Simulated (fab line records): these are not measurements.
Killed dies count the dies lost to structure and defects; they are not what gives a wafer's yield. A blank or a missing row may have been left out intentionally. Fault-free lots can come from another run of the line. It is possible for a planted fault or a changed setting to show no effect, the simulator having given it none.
fab line records	flow n5Finfet
record: lots: 5	wafers: 13	lastDay: 18
route steps=1938 shown MOL_CONTACT_COAG@530 BEOL_M4@1111
lots with no fault: from the same line, run without faults
startH: start of the lot's first displayed wafer, in hours after the record's first day	waitH: time in hours since the lot's previous step	" identical to the entry in the row above	L1.1+2: one row covering several wafers at once	- no value, or no start was given	* or withheld: withheld	< > ~ a bound
route shown NAME@n: a module of which the file shows steps, and the number in the route of the first	usual: average and standard deviation across the fault-free wafers	same: alike in all rows	chamber/n: place in a boat	sites: readings site by site	_std_site: the standard deviation of these	_edge_site: outer sites' mean less inner sites'	radiusMm: for every site, how far away it sits from the centre of the wafer	mask NAME#n: copy n	behind: tool/chamber where the wafer was last shaped	hold: cause of the lot's hold/its duration in hours/its outcome	device: the transistor (n, p or np) that didn't switch	end of line: the route-end tests of the same wafers	where a step has no rows: the recipe by itself	killed: the dies lost at the first sort to structure and to defects; this is not the yield of the wafer	map: per-die view of a wafer (x killed, . not killed, _ where there is no die)
set.NAME: the setting the step ran with; set.NAME@STEP: the setting that earlier step ran with	model.NAME: the simulator's own value behind a step, which no gauge read
lots at some steps of the route; a table a step, a row a wafer
services: the hour from which a tool's chamber was out of use, counted from the record's first day as startH (under 0 if before that day), plus the number of hours and why
== steps ==
step: N5_MOL_CONTACT_COAG_ETCH_59
recipe: chemistry: N2/H2	target: underlayer	targetDepthA: 130	maskMaterial: CAR-EUV	timeS: 10.4	ionEnergyEv: 200	pressureMtorr: 30	sourceW: 840	biasW: 150	n2FlowSccm: 200	h2FlowSccm: 200	ends: cleared
step: N5_MOL_CONTACT_COAG_ETCH_105
recipe: chemistry: CF4	target: SiARC	targetDepthA: 156	maskMaterial: CAR-EUV	timeS: 26	ionEnergyEv: 80	pressureMtorr: 40	sourceW: 545	biasW: 36	Ar_flow_sccm: 100	cf4FlowSccm: 100	ends: cleared
step: N5_MOL_CONTACT_COAG_ETCH_106
recipe: chemistry: N2/H2	target: SOC	targetDepthA: 800	overetchA: 160	maskMaterial: SiARC	tempC: 40	timeS: 120	ionEnergyEv: 200	pressureMtorr: 30	sourceW: 840	biasW: 150	n2FlowSccm: 200	h2FlowSccm: 200
step: N5_MOL_CONTACT_COAG_STRIP_107
recipe: chemistry: N2/H2	tempC: 40	n2FlowSccm: 200	h2FlowSccm: 200	rfFrequencyHz: 6e+07
step: N5_MOL_CONTACT_COAG_STRIP_108
recipe: chemistry: N2/H2	tempC: 40	n2FlowSccm: 200	h2FlowSccm: 200	rfFrequencyHz: 6e+07
step: N5_MOL_CONTACT_COAG_CONTACT_ETCH_14
recipe: chemistry: C4F6/O2	target: SiO2	targetDepthA: 275	overetchA: 85	maskMaterial: SOC	pressureMtorr: 30	sourceW: 370	biasW: 185	Ar_flow_sccm: 300	C4F6_flow_sccm: 16	O2_flow_sccm: 10	timeS: 20	ionEnergyEv: 259.6
step: N5_MOL_CONTACT_COAG_STRIP_109
recipe: chemistry: C4F6/O2	resist: SiARC	rfFrequencyHz: 6e+07
step: N5_MOL_CONTACT_COAG_ETCH_15
recipe: chemistry: CH3F/O2	target: SiNx	targetDepthA: 70	maskMaterial: SOC	stopOn: Si:P	overEtchFrac: 0.75	ionEnergyEv: 120	pressureMtorr: 30	sourceW: 395	biasW: 73	Ar_flow_sccm: 150	CH3F_flow_sccm: 30	O2_flow_sccm: 20
step: N5_MOL_CONTACT_COAG_ETCH_110
recipe: chemistry: CF4/O2	target: Si	targetDepthA: 25	timeS: 8	pressureMtorr: 100	sourceW: 200	biasW: 12	ionEnergyEv: 60	Ar_flow_sccm: 100	cf4FlowSccm: 100	O2_flow_sccm: 10
step: N5_MOL_CONTACT_COAG_STRIP_98
recipe: chemistry: N2/H2	powerW: 500	tempC: 40	pressureMtorr: 50	rfFrequencyHz: 6e+07	overashFraction: 0.3	biasPowerW: 8	h2Frac: 0.5	n2FlowSccm: 300	h2FlowSccm: 300
step: N5_MOL_CONTACT_COAG_IMPLANT_129
recipe: species: Ge	energyKev: 3	doseCm2: 6e+14	tiltDeg: 0	rotationDeg: 0
step: N5_MOL_CONTACT_COAG_PRECLEAN_111
recipe: chemistry: NF3:NH3	afsCycles: 1	tempC: 30	timeS: 20	sublimationTempC: 180	sublimationTimeS: 60	pressureTorr: 3	rfPowerW: 30
usual: sublimationTempC: 180.03/0.16	timeS: 20/0
same: sublimationTimeS: 60
lot.wafer	tool	chamber	startH	waitH	sublimationTempC	timeS
L378.1	remotePlasma-02	0	110.82	1.7	180.02	20
L378.3	"	0	"	"	180.00	20
L378.6	"	0	"	"	179.88	20
L385.3	remotePlasma-02	0	147.80	0.2	179.83	20
L385.5	"	0	"	"	179.79	24.874
L385.6	"	0	"	"	179.95	20
L386.3	remotePlasma-02	0	159.19	0.2	179.60	20
L386.5	"	0	"	"	179.86	24.874
L387.2	remotePlasma-02	1	173.33	0.2	180.06	24.874
L387.5	"	1	"	"	180.10	24.874
L396.1	remotePlasma-01	0	217.67	0.2	180.06	20
L396.3	"	0	"	"	179.95	20
L396.4	"	0	"	"	179.94	20
step: N5_MOL_CONTACT_COAG_TI_SIL_19
recipe: material: Ti	targetThkA: 42	tempC: 200	chamberPressurePa: 5	powerW: 5000	timeS: 15
step: N5_MOL_CONTACT_COAG_ALD_20
recipe: material: TiN	targetThkA: 15	tempC: 400	aldPrecursorFamily: TiCl4	aldCoReactant: NH3	pulseTimeS: 1	purgeTimeS: 3	coReactantPurgeTimeS: 2	coReactantPulseTimeS: 2	aldCycles: 68	pressureTorr: 3
step: N5_MOL_CONTACT_COAG_SIL_ANNEAL_21
recipe: tempC: 550	timeS: 60	ambient: N2
step: N5_MOL_CONTACT_COAG_PRE_CLEAN_141
recipe: gas: H2/He	timeS: 60	tempC: 300
step: N5_MOL_CONTACT_COAG_SPUTTER_143
recipe: material: Co	targetThkA: 25	tempC: 25	chamberPressurePa: 0.2
step: N5_MOL_CONTACT_COAG_CO_FILL_22
recipe: material: Co	targetThkA: 200	tempC: 200	precursor: CCTBA/H2	pressureTorr: 30
step: N5_MOL_CONTACT_COAG_ANNEAL_113
recipe: tempC: 400	timeS: 300	ambient: H2/N2
step: N5_MOL_CONTACT_COAG_PRE_CLEAN_142
recipe: gas: H2/He	timeS: 60	tempC: 300
step: N5_MOL_CONTACT_COAG_SPUTTER_130
recipe: material: Co	targetThkA: 475	tempC: 25	chamberPressurePa: 0.5	powerW: 3000
step: N5_MOL_CONTACT_COAG_PRECLEAN_125
recipe: chemistry: DIW	timeS: 57.5	tempC: 23
step: N5_MOL_CONTACT_COAG_SRD_126
recipe: dryTimeS: 32	dry: n2Spin	spinRpm: 1500
step: N5_MOL_CONTACT_COAG_CMP_23
recipe: stopOn: SiO2	tOverpolishS: 1.5	postCmpClean: cuAlkaline	downForcePsi: 2	platenRpm: 50.289	padVelocityMS: 1.0006	targetThkNm: 0
step: N5_MOL_CONTACT_COAG_WET_ETCH_26
recipe: target: Co	targetDepthNm: 13
step: N5_MOL_CONTACT_COAG_WET_ETCH_116
recipe: chemistry: SC1-inhibited	targetDepthNm: 4.6	dry: ipaMarangoni	rinseTimeS: 30	rinseTempC: 23
step: N5_MOL_CONTACT_COAG_ALD_27
recipe: material: SiOC	targetThkA: 170	tempC: 400	aldPrecursorFamily: carbosiloxane	aldCoReactant: H2-plasma	pulseTimeS: 1.5	timeS: 2720	purgeTimeS: 2	coReactantPurgeTimeS: 2	aldCycles: 340	pressureTorr: 2
step: N5_MOL_CONTACT_COAG_CMP_28
recipe: stopOn: SiNx	tOverpolishS: 0.85	postCmpClean: alkalineBrush	downForcePsi: 4.15	platenRpm: 51.8	padVelocityMS: 1.0307	targetThkNm: 14.522
step: N5_MOL_CONTACT_COAG_ALD_123
recipe: material: SiNx	targetThkA: 50	tempC: 400	aldPrecursorFamily: SiH2I2	aldCoReactant: N2/H2-plasma	pulseTimeS: 1	purgeTimeS: 2	coReactantPurgeTimeS: 2	aldCycles: 100	pressureTorr: 2
step: N5_MOL_CONTACT_COAG_PECVD_31
recipe: material: SiO2	targetThkA: 460	tempC: 400	precursor: TEOS/O2	pressureTorr: 6.5	rfW: withheld	teosFlowSccm: withheld	gas: O2	flowSccm: 2650	timeS: 8.9
step: N5_MOL_CONTACT_COAG_COAT_75
recipe: resist: SOC	tempC: 250	timeS: 60	spinRpm: 1500	resistThkNm: 60
step: N5_MOL_CONTACT_COAG_COAT_76
recipe: resist: SiARC	tempC: 220	timeS: 60	spinRpm: 1500	resistThkNm: 10
step: N5_MOL_CONTACT_COAG_COAT_77
recipe: resist: underlayer	tempC: 205	timeS: 60	spinRpm: 1500	resistThkNm: 10
step: N5_MOL_CONTACT_COAG_COAT_78
recipe: resist: CAR-EUV	spinRpm: 1500	resistThkNm: 40
step: N5_MOL_CONTACT_COAG_EBR_80
recipe: solvent: PGMEA	ebrWidthMm: 1.5
step: N5_MOL_CONTACT_COAG_SOFTBAKE_79
recipe: tempC: 110	timeS: 60	resist: CAR-EUV
step: N5_MOL_CONTACT_COAG_EXPOSE_81
recipe: maskId: VG	na: 0.33	sourceShape: annular	sigmaInner: 0.3	sigmaOuter: 0.7	polarization: unpolarized	defocusNm: 0	doseMj: 59.5
step: N5_MOL_CONTACT_COAG_PEB_82
recipe: pebTempC: 100	pebTimeS: 60	resist: CAR-EUV
step: N5_MOL_CONTACT_COAG_ETCH_47
recipe: chemistry: CH3F/O2	target: SiNx	targetDepthA: 270	maskMaterial: SiO2	stopOn: W	overEtchFrac: 0.2	ionEnergyEv: 120	endpoint: OES-CN	pressureMtorr: 30	sourceW: 395	biasW: 73	Ar_flow_sccm: 150	CH3F_flow_sccm: 30	O2_flow_sccm: 20	ends: endPoint
usual: drypumpMotorCurrentA: 5.9/0.43	etchRfOnTimeS: 31.1/0.75	oesProductAu: 0.73/0.076	rfVppV: 301/5.6	showerheadPlenumPTorr: 2.02/0.084	throttleValvePct: 16.34/0.25
same: overEtchFrac: 0.2
lot.wafer	tool	chamber	startH	waitH	drypumpMotorCurrentA	etchRfOnTimeS	oesProductAu	rfHoursCounterH	rfVppV	showerheadPlenumPTorr	throttleValvePct	model.etch.depthNm
L378.1	rieDiel-02	3	121.22	0.0	6.4	31.2	0.83	19	299	2.05	16.24	18.05
L378.3	"	1	"	"	6.2	31.0	0.62	245	296	1.89	16.48	18
L378.6	"	0	"	"	6.4	31.0	0.67	-	306	1.92	16.46	17.91
L385.3	rieDiel-03	2	157.42	0.0	5.1	32.5	0.63	185	307	1.99	16.39	17.84
L385.5	"	1	"	"	5.9	31.4	0.77	-	297	2.05	16.57	17.71
L385.6	"	2	"	"	5.1	32.6	0.63	-	308	2.00	16.38	17.86
L386.3	rieDiel-03	1	168.37	0.0	5.9	31.5	0.76	49	295	2.05	16.59	17.87
L386.5	"	1	"	"	5.9	31.1	0.75	-	296	2.05	16.62	17.68
L387.2	rieDiel-03	3	185.33	0.0	5.4	31.6	0.75	47	309	2.11	16.02	17.86
L387.5	"	1	"	"	5.9	31.9	0.74	-	297	2.05	16.61	17.87
L396.1	rieDiel-03	2	225.08	0.0	5.1	32.0	0.62	218	306	1.98	16.46	17.83
L396.3	"	3	"	"	5.4	31.2	0.73	65	308	2.10	16.04	17.85
L396.4	"	1	"	"	5.9	32.0	0.73	-	296	2.04	16.65	17.98
step: N5_BEOL_M4_RC_MEAS_101
usual: DIBL_N: 36.3/1.9	DIBL_P: 36.0/2.1	IOFF_N: 0.16/0.031	IOFF_P: 0.21/0.035	ION_N: 675/14	ION_P: 464/8.5	SS_N: 71.5/0.6	SS_P: 73.3/0.72	VT_N: 250/3.2	VT_P: -250/3.1
lot.wafer	tool	chamber	startH	waitH	DIBL_N[mV/V]	DIBL_P[mV/V]	IOFF_N[nA/um]	IOFF_P[nA/um]	ION_N[uA/um]	ION_P[uA/um]	SS_N[mV/dec]	SS_P[mV/dec]	VT_N[mV]	VT_P[mV]
L378.1	prober-01	0	182.85	0.0	37.0	39.3	0.19	0.24	691	469	71.5	75.0	243	-250
L378.3	"	0	"	"	39.5	42.1	0.25	0.29	700	472	72.5	74.8	242	-249
L378.6	"	0	"	"	35.5	37.8	0.18	0.22	704	483	70.8	73.7	244	-250
L385.3	prober-01	0	214.58	0.3	33.5	33.2	0.12	0.16	679	461	71.3	72.8	252	-255
L385.5	"	0	"	"	33.7	33.7	0.12	0.17	674	462	70.4	72.7	253	-253
L385.6	"	0	"	"	33.7	33.7	0.13	0.17	689	470	71.6	72.6	252	-253
L396.1	prober-02	0	287.96	0.0	37.7	37.4	0.16	0.23	674	466	72.3	74.0	249	-251
L396.3	"	0	"	"	37.1	36.2	0.15	0.22	668	462	71.5	72.7	251	-248
L396.4	"	0	"	"	36.4	35.2	0.14	0.20	658	456	72.2	72.9	252	-251
L386.3	prober-01	0	295.77	0.3	34.0	32.2	0.12	0.18	685	467	70.2	72.3	255	-248
L386.5	"	0	"	"	37.2	36.0	0.18	0.24	704	478	71.2	73.6	246	-247
L387.2	prober-01	0	326.81	0.2	35.5	34.5	0.15	0.20	668	456	72.2	72.9	249	-249
L387.5	"	0	"	"	36.2	35.1	0.17	0.22	678	467	71.7	73.2	247	-248
== services ==
tool	chamber	startH	hours	kind
rieDiel-03	2	103.38	6.4	repair
rieDiel-03	0	107.48	11.9	repair
rieDiel-02	1	132.22	-	clean
rieDiel-02	1	132.22	-	consumableReplace:focusRing
rieDiel-02	1	132.22	-	consumableReplace:showerhead
rieDiel-02	1	132.22	12.2	scheduledDown
rieDiel-02	1	132.22	12.2	ventCycle
rieDiel-02	1	162.01	21.4	repair
rieDiel-02	3	179.16	26.0	repair
== key ==
firstSign: step: N5_MOL_CONTACT_COAG_PRECLEAN_111	reading: timeS	direction: up	sigmas: 99+	usual: *	struck: *
effect none on later readings
modelEffect: step: N5_MOL_CONTACT_COAG_ETCH_47	value: etch.depthNm	without: 17.94	struck: 17.78
metAt N5_MOL_CONTACT_COAG_PRECLEAN_111
struckWafers L385.5,L386.5,L387.2,L387.5
onsetBetween 110.82 147.80
fault: kind: processParameterDrift	tool: remotePlasma-02	chamber: -	onsetH: 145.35	steps: N5_MOL_CONTACT_COAG_PRECLEAN_111	channel: timeS	offset: *	shape: step	endH: 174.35	scope: struckWafersOnly	actsIn: *	stated: *
